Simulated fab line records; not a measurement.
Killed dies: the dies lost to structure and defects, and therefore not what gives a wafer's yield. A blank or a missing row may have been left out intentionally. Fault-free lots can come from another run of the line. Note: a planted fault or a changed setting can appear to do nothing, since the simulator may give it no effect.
Chamber matching / flow n5_finfet / rie_si-01 running N5_DUMMY_GATE_TRIM_49: 4 sister chambers
The step chemistry O2, time 29 s, target cd 14 nm. 18 wafers are shown with their chamber, then 9 later ones without.

EACH WAFER AND ITS CHAMBER
wafer=L076.1; chamber=1; throttle_valve_pct (%)=8.02; drypump_motor_current_A (A)=5.6; oes_product_au (a.u.)=1.011
wafer=L076.2; chamber=2; throttle_valve_pct (%)=8.16; drypump_motor_current_A (A)=5.0; oes_product_au (a.u.)=0.969
wafer=L076.4; chamber=1; throttle_valve_pct (%)=8.03; drypump_motor_current_A (A)=5.6; oes_product_au (a.u.)=1.009
wafer=L078.3; chamber=1; throttle_valve_pct (%)=8.01; drypump_motor_current_A (A)=5.6; oes_product_au (a.u.)=1.007
wafer=L078.5; chamber=2; throttle_valve_pct (%)=8.16; drypump_motor_current_A (A)=5.0; oes_product_au (a.u.)=0.973
wafer=L078.6; chamber=3; throttle_valve_pct (%)=7.92; drypump_motor_current_A (A)=5.9; oes_product_au (a.u.)=0.979
wafer=L084.3; chamber=2; throttle_valve_pct (%)=8.17; drypump_motor_current_A (A)=5.0; oes_product_au (a.u.)=0.967
wafer=L084.5; chamber=2; throttle_valve_pct (%)=8.14; drypump_motor_current_A (A)=5.0; oes_product_au (a.u.)=0.972
wafer=L084.6; chamber=1; throttle_valve_pct (%)=8.01; drypump_motor_current_A (A)=5.6; oes_product_au (a.u.)=1.009
wafer=L085.1; chamber=1; throttle_valve_pct (%)=8.02; drypump_motor_current_A (A)=5.6; oes_product_au (a.u.)=1.013
wafer=L085.3; chamber=3; throttle_valve_pct (%)=7.92; drypump_motor_current_A (A)=5.9; oes_product_au (a.u.)=0.989
wafer=L085.5; chamber=2; throttle_valve_pct (%)=8.18; drypump_motor_current_A (A)=5.1; oes_product_au (a.u.)=0.962
wafer=L086.1; chamber=1; throttle_valve_pct (%)=8.00; drypump_motor_current_A (A)=5.6; oes_product_au (a.u.)=1.014
wafer=L086.2; chamber=2; throttle_valve_pct (%)=8.16; drypump_motor_current_A (A)=5.0; oes_product_au (a.u.)=0.955
wafer=L086.3; chamber=0; throttle_valve_pct (%)=8.32; drypump_motor_current_A (A)=5.6; oes_product_au (a.u.)=1.002
wafer=L088.1; chamber=3; throttle_valve_pct (%)=7.93; drypump_motor_current_A (A)=5.9; oes_product_au (a.u.)=0.981
wafer=L088.4; chamber=0; throttle_valve_pct (%)=8.32; drypump_motor_current_A (A)=5.6; oes_product_au (a.u.)=1.001
wafer=L088.5; chamber=0; throttle_valve_pct (%)=8.31; drypump_motor_current_A (A)=5.7; oes_product_au (a.u.)=0.989

SIGNATURES (averages over the wafers above)
reading=throttle_valve_pct; chamber 0=8.3167; chamber 1=8.0150; chamber 2=8.1617; chamber 3=7.9233; scatter within a chamber=0.0106
reading=drypump_motor_current_A; chamber 0=5.633; chamber 1=5.600; chamber 2=5.017; chamber 3=5.900; scatter within a chamber=0.0327
reading=oes_product_au; chamber 0=0.99733; chamber 1=1.01050; chamber 2=0.96633; chamber 3=0.98300; scatter within a chamber=0.00553
Rule: for a wafer and a chamber, the distance is found by dividing, reading by reading, the gap between the wafer's reading and the chamber's mean by the reading's scatter, squaring, summing and taking the root. If the next closest chamber is less than 2 further off than the closest, the wafer can't be placed; otherwise it belongs to the closest. The scatter is the square root of a quotient: the sum, over the shown wafers, of each reading's squared deviation from its chamber's mean, divided by wafers minus chambers.

WAFERS WHOSE CHAMBER IS MISSING
wafer=L090.3; throttle_valve_pct (%)=8.03; drypump_motor_current_A (A)=5.6; oes_product_au (a.u.)=1.014
wafer=L090.4; throttle_valve_pct (%)=8.32; drypump_motor_current_A (A)=5.7; oes_product_au (a.u.)=1.006
wafer=L090.6; throttle_valve_pct (%)=8.02; drypump_motor_current_A (A)=5.6; oes_product_au (a.u.)=1.013
wafer=L092.2; throttle_valve_pct (%)=8.32; drypump_motor_current_A (A)=5.7; oes_product_au (a.u.)=0.998
wafer=L092.3; throttle_valve_pct (%)=7.92; drypump_motor_current_A (A)=5.9; oes_product_au (a.u.)=0.989
wafer=L092.4; throttle_valve_pct (%)=8.01; drypump_motor_current_A (A)=5.6; oes_product_au (a.u.)=1.000
wafer=L096.3; throttle_valve_pct (%)=8.01; drypump_motor_current_A (A)=5.6; oes_product_au (a.u.)=1.021
wafer=L096.5; throttle_valve_pct (%)=7.91; drypump_motor_current_A (A)=5.0; oes_product_au (a.u.)=1.009
wafer=L096.6; throttle_valve_pct (%)=8.02; drypump_motor_current_A (A)=5.6; oes_product_au (a.u.)=1.022

THE CHAMBER EACH PASSED THROUGH
wafer=L090.3; from the rows above=1; in truth=1
wafer=L090.4; from the rows above=0; in truth=0
wafer=L090.6; from the rows above=1; in truth=1
wafer=L092.2; from the rows above=0; in truth=0
wafer=L092.3; from the rows above=3; in truth=3
wafer=L092.4; from the rows above=1; in truth=1
wafer=L096.3; from the rows above=1; in truth=1
wafer=L096.5; from the rows above=1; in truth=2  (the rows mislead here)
wafer=L096.6; from the rows above=1; in truth=1
8 of 9 placed correctly. Number that these rows cannot place: 0. Number placed wrongly: 1.
